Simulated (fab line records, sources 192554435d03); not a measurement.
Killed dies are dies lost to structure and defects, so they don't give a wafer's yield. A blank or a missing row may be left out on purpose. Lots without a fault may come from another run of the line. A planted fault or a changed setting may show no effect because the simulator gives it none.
Tool commonality check | flow n5_finfet | 12 lots, 35 wafers sampled

WHY IT WAS OPENED
At N5_BEOL_M12_OVL_MEAS_29 the reading M12_OVL is flagged on 2 of 12 lots. Wafers without a fault read -1 nm, standard deviation 4.7.
Rule: a lot is flagged when every wafer of it that has a number lies more than 4 standard deviations from that mean, or none has a number. The other lots count as sound.

lot  | measured     | on         | M12_OVL (nm), wafer by wafer | flag
L163 | day 11 17:38 | overlay-02 | -9 -5 -8                     |
L162 | day 11 19:05 | overlay-02 | 0 -3 -3                      |
L164 | day 11 20:22 | overlay-02 | -3 3 0                       |
L166 | day 12 17:51 | overlay-01 | -2 1 -1                      |
L167 | day 13 15:57 | overlay-01 | 3 0 5                        |
L170 | day 14 06:05 | overlay-01 | -3 -5 -4                     |
L171 | day 15 07:31 | overlay-02 | -1 -2 6                      |
L180 | day 16 17:40 | overlay-01 | -7 -8 -3                     |
L178 | day 17 00:26 | overlay-01 | 19 18                        | FLAGGED
L179 | day 17 02:08 | overlay-02 | 22 24 22                     | FLAGGED
L183 | day 17 18:58 | overlay-02 | -4 -2 -1                     |
L185 | day 19 00:00 | overlay-02 | -2 -4 -3                     |
The numbers of the flagged lots are 21 nm on average: +22 nm against the usual, or +5 standard deviations.

WHICH TOOL RAN EACH LOT
The record holds 2 process steps before the reading, out of a route of 1938 steps. In each cell: the tool, then ch and the chambers that the sampled wafers went through, then the start.
lot  | flag    | N5_BEOL_M12_ILD_DEP_00          | N5_BEOL_M12_EXPOSE_25
L163 |         | pecvd-03 ch 0,1, day 11 15:55   | krf_scanner-02 ch 0, day 11 17:26
L162 |         | pecvd-01 ch 0,1,2, day 11 17:18 | krf_scanner-02 ch 0, day 11 18:53
L164 |         | pecvd-01 ch 0,2, day 11 18:52   | krf_scanner-02 ch 0, day 11 20:11
L166 |         | pecvd-01 ch 0,2, day 12 16:29   | krf_scanner-02 ch 0, day 12 17:39
L167 |         | pecvd-01 ch 0,1,2, day 13 14:27 | krf_scanner-02 ch 0, day 13 15:45
L170 |         | pecvd-03 ch 0,2, day 14 04:42   | krf_scanner-02 ch 0, day 14 05:53
L171 |         | pecvd-03 ch 0,1, day 15 05:50   | krf_scanner-01 ch 0, day 15 07:19
L180 |         | pecvd-03 ch 0,1,2, day 16 16:10 | krf_scanner-01 ch 0, day 16 17:28
L178 | FLAGGED | pecvd-03 ch 0,2, day 16 22:59   | krf_scanner-02 ch 0, day 17 00:16
L179 | FLAGGED | pecvd-01 ch 0,2, day 17 00:35   | krf_scanner-02 ch 0, day 17 01:56
L183 |         | pecvd-04 ch 1,2, day 17 17:19   | krf_scanner-01 ch 0, day 17 18:46
L185 |         | pecvd-04 ch 0,1, day 18 22:25   | krf_scanner-01 ch 0, day 18 23:48
What these steps do:
- N5_BEOL_M12_ILD_DEP_00: deposits SiOC from DEMS/O2, target thk 658.92 nm, time 130.7 s.
- N5_BEOL_M12_EXPOSE_25: exposes mask M12.
- N5_BEOL_M12_OVL_MEAS_29

FLAGGED OVER TOTAL, TOOL BY TOOL (the gauges that took the reading come last)
step                    | tool           | lots run | flagged | share of the flagged lots | sound lots run after its first flagged lot
N5_BEOL_M12_ILD_DEP_00  | pecvd-01       | 5        | 1       | some                      | 0
N5_BEOL_M12_ILD_DEP_00  | pecvd-03       | 5        | 1       | some                      | 0
N5_BEOL_M12_ILD_DEP_00  | pecvd-04       | 2        | 0       | none                      | -
N5_BEOL_M12_EXPOSE_25   | krf_scanner-01 | 4        | 0       | none                      | -
N5_BEOL_M12_EXPOSE_25   | krf_scanner-02 | 8        | 2       | all                       | 0
N5_BEOL_M12_OVL_MEAS_29 | overlay-01     | 5        | 1       | some                      | 0
N5_BEOL_M12_OVL_MEAS_29 | overlay-02     | 7        | 1       | some                      | 2 (L183,L185)

WHAT THE TABLE ALLOWS
1 row of the table ran every flagged lot: krf_scanner-02 at N5_BEOL_M12_EXPOSE_25.
- krf_scanner-02 at N5_BEOL_M12_EXPOSE_25: 2 of its 8 lots flagged. Its last sound lot is L170 (day 14 05:53), its first flagged lot L178 (day 17 00:16): a fault that began between those two fits.
One tool is left: krf_scanner-02 at N5_BEOL_M12_EXPOSE_25.

WHAT THE SIMULATOR HAD PUT IN
Scanner matching overlay: krf_scanner-02, from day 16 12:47 on, at N5_BEOL_M12_EXPOSE_25. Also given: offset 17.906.
Lots struck among those shown: L178, L179. The rule above found the same.
